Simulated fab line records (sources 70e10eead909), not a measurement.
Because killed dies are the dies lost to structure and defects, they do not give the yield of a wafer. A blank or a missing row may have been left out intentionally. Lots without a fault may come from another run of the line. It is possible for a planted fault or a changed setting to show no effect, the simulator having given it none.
Chamber matching    flow nand-harc    ald-metal-04 running NHARC_P_CONTACT_ALD_22: 4 sister chambers
The step deposits TiN, target thk 3 nm, pulse time 1 s, ald cycles 150. 4 wafers are shown with their chamber, then 9 later ones without.

== WAFERS, EACH WITH ITS CHAMBER ==
wafer   chamber  heater-power-w (W)
L085.3  0        1151
L084.2  2        1078
L084.3  3        1065
L084.4  1        1220

== WAFERS WHOSE CHAMBER IS MISSING ==
wafer   heater-power-w (W)
L089.3  1026
L089.4  1062
L089.5  1242
L090.1  1139
L090.2  1062
L090.3  1040
L091.4  1059
L091.5  1206
L091.6  1137

== CHAMBER TAKEN BY EACH ==
wafer   from the rows above      in truth
L089.3  can't be placed: 3 or 2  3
L089.4  can't be placed: 3 or 2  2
L089.5  1                        1
L090.1  0                        0
L090.2  can't be placed: 3 or 2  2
L090.3  can't be placed: 3 or 2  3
L091.4  can't be placed: 3 or 2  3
L091.5  1                        1
L091.6  0                        0
Correctly placed: 4 of 9. Can't be placed from these rows: 5 (the true chamber is among the candidates in 5). Wrongly placed: 0.
How it was worked out, from the rows above alone: a wafer's distance from a chamber is the root of the sum, over the readings, of the square of ((its reading less the chamber's mean) divided by the reading's scatter). If the next closest chamber is less than 2 further off than the closest, the wafer can't be placed; otherwise it belongs to the closest. Each chamber's mean is taken over the wafers shown for it. The scatter: with one shown wafer a chamber, the root of the mean of the squares of how far each hidden wafer lies from its nearest shown one.
